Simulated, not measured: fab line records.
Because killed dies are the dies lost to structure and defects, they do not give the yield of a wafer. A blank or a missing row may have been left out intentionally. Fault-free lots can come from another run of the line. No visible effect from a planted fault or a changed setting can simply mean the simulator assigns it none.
Comparing a struck lot with a sound one ; flow nand_harc ; 44 steps out of a route of 1159
Sound: wafers L529.1, L529.2, L529.5. Struck: wafers L535.2, L535.4, L535.5. The cause comes at the end.
At each step with rows: each side's tool, then ch and its chambers, then its first start. Under that, the readings that differ: sound wafers ; struck wafers ; difference of the means ; sigmas: that difference in standard deviations of wafers without a fault.
alike: a reading whose means differ by less than 2 such deviations, as well as words and numbers matching on both sides. not compared: withheld readings; readings where some wafer has no value; bounds like >300 that might hide an equal value; numbers whose values overlap and for which the record gives no deviation.
Wherever a step has rows on one side only, a row that says differs or no value, or a row with sigmas, the two part there. Non-overlapping numbers with no deviation appear without sigmas and do not part them. A reading missing from all wafers of one side parts the sides only when that side holds two or more wafers.

first, 5 steps without rows for these wafers: NHARC_P_GATE_SOFTBAKE_21 (time 55 s); NHARC_P_GATE_EBR_22; NHARC_P_GATE_EXPOSE_23 (exposes mask P GATE, target cd 120 nm); NHARC_P_GATE_PEB_24 (peb time 65 s); NHARC_P_GATE_DEVELOP_25 (develop time 35 s).
NHARC_P_GATE_CD_MEAS_26: the cd target is 120 nm.
  sound on cd_sem-02 ch 0, day 5 04:27; struck on cd_sem-02 ch 0, day 6 21:28
  alike: cd_nm
NHARC_P_GATE_OVL_MEAS_27:
  struck on overlay-01, day 6 21:32; sound on overlay-02, day 5 04:32
  alike: overlay_x_nm, overlay_y_nm
NHARC_P_GATE_INSPECT_28:
  struck on defect_inspect-01, day 6 21:35; sound on defect_inspect-02, day 5 04:35
  alike: raw_defect_count
then, 2 steps without rows for these wafers: NHARC_P_GATE_DESCUM_31 (chemistry O2, time 3 s); NHARC_P_GATE_ETCH_104 (etches the open film in CF4/CHF3, target depth 60 nm).
NHARC_P_GATE_HM_OPEN_105: chemistry O2/COS, target depth 360 nm.
  sound: rie_diel-10 ch 0,2,3; struck: rie_diel-03 ch 2,3
  alike: drypump_motor_current_A, oes_product_au, rf_fwd_power_W, rf_vpp_V, showerhead_plenum_p_Torr, throttle_valve_pct
  not compared: rf_hours_counter_h
then, 1 step without rows for these wafers: NHARC_P_GATE_STRIP_106 (strips in O2/COS).
NHARC_P_GATE_ETCH_114: etches the open film in CF4/O2, target depth 30 nm, overetch 3 nm, time 16.5 s.
  sound on rie_diel-10 ch 1,2,3, day 5 05:00; struck on rie_diel-03 ch 1,2,3, day 6 22:00
  alike: drypump_motor_current_A, oes_product_au, rf_fwd_power_W, rf_vpp_V, showerhead_plenum_p_Torr, throttle_valve_pct
  not compared: rf_hours_counter_h
then, 2 steps without rows for these wafers: NHARC_P_GATE_ETCH_32 (etches the open film in HBr/Cl2, target depth 150 nm, time 100.1 s); NHARC_P_GATE_STRIP_108 (strips in O2).
NHARC_P_GATE_CD_MEAS_33:
  struck on cd_sem-03, day 6 22:46; sound on cd_sem-03, day 5 05:26
  alike: cd_nm
then, 3 steps without rows for these wafers: NHARC_P_GATE_STRIP_35 (strips in SPM, time 600 s); NHARC_P_GATE_PRECLEAN_73 (cleans in SC1); NHARC_P_GATE_SRD_74.
NHARC_P_GATE_ALD_36: deposits SiNx, target thk 20 nm, pulse time 60 s, ald cycles 223.
  sound on ald_sin-02 ch 0,1,2, day 5 05:53; struck on ald_sin-04 ch 1,2,3, day 7 01:21
  alike: heater_power_w, precursor_pulse_height_rel
NHARC_P_GATE_ETCHBACK_37: etches the open film in CHF3/O2, target depth 34.5 nm, time 17.2 s.
  sound: rie_diel-11 ch 0,1,3; struck: rie_diel-10 ch 1,2,3
  alike: drypump_motor_current_A, oes_product_au, rf_fwd_power_W, rf_vpp_V, showerhead_plenum_p_Torr, throttle_valve_pct
  not compared: rf_hours_counter_h
then, 13 steps without rows for these wafers: NHARC_P_GATE_STRIP_101 (strips in O2, time 20 s); NHARC_P_GATE_PRECLEAN_97 (cleans in SPM, time 600 s); NHARC_P_GATE_SRD_98; NHARC_P_GATE_PRECLEAN_99 (cleans in SC1); NHARC_P_GATE_SRD_100; NHARC_P_GATE_DEHYDRATE_38 (time 120 s); NHARC_P_GATE_HMDS_39 (time 30 s); NHARC_P_GATE_COAT_40; NHARC_P_GATE_SOFTBAKE_41 (time 95 s); NHARC_P_GATE_EBR_42; NHARC_P_GATE_EXPOSE_43 (exposes mask P NSD, target cd 720 nm); NHARC_P_GATE_PEB_44 (peb time 85 s); NHARC_P_GATE_DEVELOP_45 (time 70 s).
NHARC_P_GATE_CD_MEAS_46: the cd target is 720 nm.
  sound on cd_sem-02 ch 0, day 5 18:45; struck on cd_sem-03 ch 0, day 7 09:42
  alike: cd_nm
then, 1 step without rows for these wafers: NHARC_P_GATE_HARDBAKE_47 (time 80 s).
NHARC_P_GATE_DESCUM_48: chemistry O2, time 3 s.
  sound on rie_diel-10 ch 0,1,2, day 5 18:55; struck on rie_diel-03 ch 1,2,3, day 7 10:00
  alike: drypump_motor_current_A, oes_product_au, rf_vpp_V, showerhead_plenum_p_Torr, throttle_valve_pct
  not compared: rf_hours_counter_h
after that, 1 step had no rows for these wafers: NHARC_P_GATE_IMPLANT_49.
NHARC_P_GATE_STRIP_111: strips in N2/H2, time 250 s.
  sound on plasma_asher-01 ch 0,1, day 5 19:17; struck on plasma_asher-02 ch 0,1, day 7 10:23
  alike: drypump_motor_current_A, heater_power_w, rf_refl_power_W
  not compared: rf_hours_counter_h
then, 3 steps without rows for these wafers: NHARC_P_GATE_STRIP_75 (strips in O2); NHARC_P_GATE_STRIP_50 (strips in SPM, time 900 s); NHARC_P_GATE_DEHYDRATE_51 (time 120 s).
NHARC_P_GATE_INSPECT_68:
  struck on defect_inspect-02, day 7 16:36; sound on defect_inspect-02, day 6 01:58
reading;sound;struck;difference;sigmas
raw_defect_count;163 204 117;558 498 474;+349;+4
-- the record jumps here: 14 days lie between the struck wafers' starts before and after (it left off in module P_GATE and takes up again in module END, whose first step shown is number 1159 of the route) --
NHARC_END_SORT_01:
  here the record holds rows for the struck wafers (prober-02 ch 0, day 21 18:19) but none for the sound ones

== WHERE THEY PART ==
First at NHARC_P_GATE_INSPECT_68; last, within this record, at NHARC_END_SORT_01.

WHY: what the simulator had put in
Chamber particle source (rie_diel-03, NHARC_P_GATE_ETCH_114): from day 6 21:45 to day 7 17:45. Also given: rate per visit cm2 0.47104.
